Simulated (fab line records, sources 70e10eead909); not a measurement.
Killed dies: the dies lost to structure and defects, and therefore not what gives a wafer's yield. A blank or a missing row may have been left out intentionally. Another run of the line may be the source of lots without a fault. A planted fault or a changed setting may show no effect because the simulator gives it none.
Struck lot and sound lot, side by side :: flow nand_harc :: 41 steps out of a route of 1159
Sound: the wafers L847.2, L847.3, L847.4. Wafers L853.1, L853.5, L853.6 were the ones struck. Last of all comes the cause.
Per side, at each step with rows, come the tool, then ch with its chambers, and then its first start. Under that, the readings that differ: sound wafers :: struck wafers :: difference of the means :: sigmas: that difference in standard deviations of wafers without a fault.
alike: words and numbers the same on both sides, and readings whose means are apart by under 2 such deviations; not compared: readings that were withheld, readings missing a value for some wafer, numbers with overlapping values and no deviation given by the record, and bounds like >300 which may hide the same value.
The two part at a step that has a row with sigmas, a row that says differs or no value, or rows on one side only. Numbers that don't overlap but have no deviation are shown without sigmas and don't part them. A reading missing from all wafers of one side parts the sides only when that side holds two or more wafers.

first, 6 steps without rows for these wafers: NHARC_A_SGD_CUT_COAT_03 (resist thk 90 nm); NHARC_A_SGD_CUT_SOFTBAKE_04 (time 55 s); NHARC_A_SGD_CUT_EBR_05; NHARC_A_SGD_CUT_EXPOSE_06 (exposes mask SGD); NHARC_A_SGD_CUT_PEB_07 (peb time 65 s); NHARC_A_SGD_CUT_DEVELOP_08 (develop time 35 s).
NHARC_A_SGD_CUT_CD_MEAS_09 targets a cd of 100 nm.
  sound on cd_sem-01 ch 0, day 13 16:44; struck on cd_sem-03 ch 0, day 16 01:06
reading: cd_nm (nm)
sound: 101.1 101.0 100.8
struck: 98.0 97.7 99.0
difference: -2.7
sigmas: -3
NHARC_A_SGD_CUT_OVL_MEAS_10:
  sound: overlay-02 at day 13 16:49; struck: overlay-02 at day 16 01:12
  alike: overlay_x_nm, overlay_y_nm
NHARC_A_SGD_CUT_INSPECT_11:
  sound: defect_inspect-01 at day 13 16:52; struck: defect_inspect-02 at day 16 01:16
  alike: raw_defect_count
then, 1 step without rows for these wafers: NHARC_A_SGD_CUT_DESCUM_14 (chemistry O2, time 3 s).
NHARC_A_SGD_CUT_ETCH_58: etches the open film in CF4, target depth 39 nm, time 65 s.
  sound on rie_diel-11 ch 1,3, day 13 17:01; struck on rie_diel-07 ch 0,1, day 16 01:25
  alike: drypump_motor_current_A, oes_product_au, rf_fwd_power_W, rf_vpp_V, showerhead_plenum_p_Torr, throttle_valve_pct
  not compared: rf_hours_counter_h
NHARC_A_SGD_CUT_ETCH_59: etches the open film in N2/H2, target depth 260 nm, time 406.25 s.
  sound: rie_diel-11 ch 1,2,3; struck: rie_diel-07 ch 0,1
  alike: drypump_motor_current_A, oes_product_au, rf_fwd_power_W, rf_vpp_V, showerhead_plenum_p_Torr, throttle_valve_pct
  not compared: rf_hours_counter_h
NHARC_A_SGD_CUT_ETCH_15: etches the open film in CH3F/O2, target depth 75 nm, time 64.3 s.
  sound on rie_diel-11 ch 1,2, day 13 17:29; struck on rie_diel-07 ch 1,2,3, day 16 01:49
  alike: drypump_motor_current_A, oes_product_au, rf_fwd_power_W, rf_vpp_V, showerhead_plenum_p_Torr, throttle_valve_pct
  not compared: rf_hours_counter_h
then, 7 steps without rows for these wafers: NHARC_A_SGD_CUT_ETCH_16 (etches the open film in C4F8/O2/Ar, target depth 310.5 nm, time 155.2 s); NHARC_A_SGD_CUT_STRIP_60 (strips in C4F8/O2/Ar); NHARC_A_SGD_CUT_STRIP_17 (strips in O2); NHARC_A_SGD_CUT_PRECLEAN_18 (cleans in SC1); NHARC_A_SGD_CUT_SRD_19; NHARC_A_SGD_CUT_DEP_20 (deposits SiO2, target thk 150 nm); NHARC_A_SGD_CUT_ANNEAL_27 (time 1800 s).
NHARC_A_SGD_CUT_CMP_21: polishes, target thk 148.19 nm.
  sound on cmp-04 ch 0,1,3, day 14 02:36; struck on cmp-04 ch 0,3, day 16 08:26
  alike: motor_current_A, time_to_endpoint_s
NHARC_A_SGD_CUT_THK_MEAS_22: measures by ellipsometry.
  sound: film_metro-02 at day 14 02:50; struck: film_metro-01 at day 16 08:41
  alike: thk_nm
then, 2 steps without rows for these wafers: NHARC_A_SGD_CUT_SRD_23; NHARC_A_SGD_CUT_ETCH_26 (etches SiO2 in dHF, target depth 45.8 nm).
NHARC_A_SGD_CUT_ETCHBACK_24: etches the open film in CH3F/O2, target depth 50 nm, time 92.857 s.
  sound on rie_diel-05 ch 0,1,3, day 14 03:04; struck on rie_diel-07 ch 0,2,3, day 16 08:56
reading: oes_product_au (a.u.)
sound: 1.02 1.01 1.00
struck: 0.93 0.94 0.95
difference: -0.07
sigmas: -2

reading: rf_fwd_power_W (W)
sound: 492.9 494.8 493.1
struck: 497.0 499.6 497.8
difference: +4.5
sigmas: +3
  alike: drypump_motor_current_A, rf_vpp_V, showerhead_plenum_p_Torr, throttle_valve_pct
  not compared: rf_hours_counter_h
NHARC_A_SGD_CUT_STRIP_28: strips in O2, time 20 s.
  sound: rie_diel-05 ch 0,2,3; struck: rie_diel-07 ch 2,3
  alike: drypump_motor_current_A, oes_product_au, rf_vpp_V, showerhead_plenum_p_Torr, throttle_valve_pct
  not compared: rf_hours_counter_h
then, 11 steps without rows for these wafers: NHARC_A_SLIT_DEP_25 (deposits SiO2, target thk 200 nm); NHARC_A_SLIT_DEP_00 (deposits aC, target thk 3200 nm); NHARC_A_SLIT_DEP_23 (deposits SiON, target thk 100 nm); NHARC_A_SLIT_DEHYDRATE_01 (time 120 s); NHARC_A_SLIT_HMDS_02 (time 30 s); NHARC_A_SLIT_COAT_03 (resist thk 90 nm); NHARC_A_SLIT_SOFTBAKE_04 (time 55 s); NHARC_A_SLIT_EBR_05; NHARC_A_SLIT_EXPOSE_06 (exposes mask SLIT); NHARC_A_SLIT_PEB_07 (peb time 65 s); NHARC_A_SLIT_DEVELOP_08 (develop time 35 s).
NHARC_A_SLIT_CD_MEAS_09 targets a cd of 300 nm.
  sound on cd_sem-03 ch 0, day 14 06:43; struck on cd_sem-03 ch 0, day 16 14:59
  alike: cd_nm
NHARC_A_SLIT_OVL_MEAS_10:
  sound: overlay-02 at day 14 06:49; struck: overlay-01 at day 16 15:05
  alike: overlay_x_nm, overlay_y_nm
then, 1 step without rows for these wafers: NHARC_A_SLIT_DESCUM_14 (chemistry O2, time 3 s).
-- record jumps: 5 days between struck wafers' starts before vs after; left off in module A_SLIT, resumes in module END, first step shown is number 1159 of the route --
NHARC_END_SORT_01:
  only the struck wafers appear in the record here, on prober-01 ch 0 at day 21 18:04; the sound ones have no rows

== WHERE THEY PART ==
Last at NHARC_END_SORT_01 as far as this record goes, first at NHARC_A_SGD_CUT_CD_MEAS_09.

WHY: the cause the simulator had injected
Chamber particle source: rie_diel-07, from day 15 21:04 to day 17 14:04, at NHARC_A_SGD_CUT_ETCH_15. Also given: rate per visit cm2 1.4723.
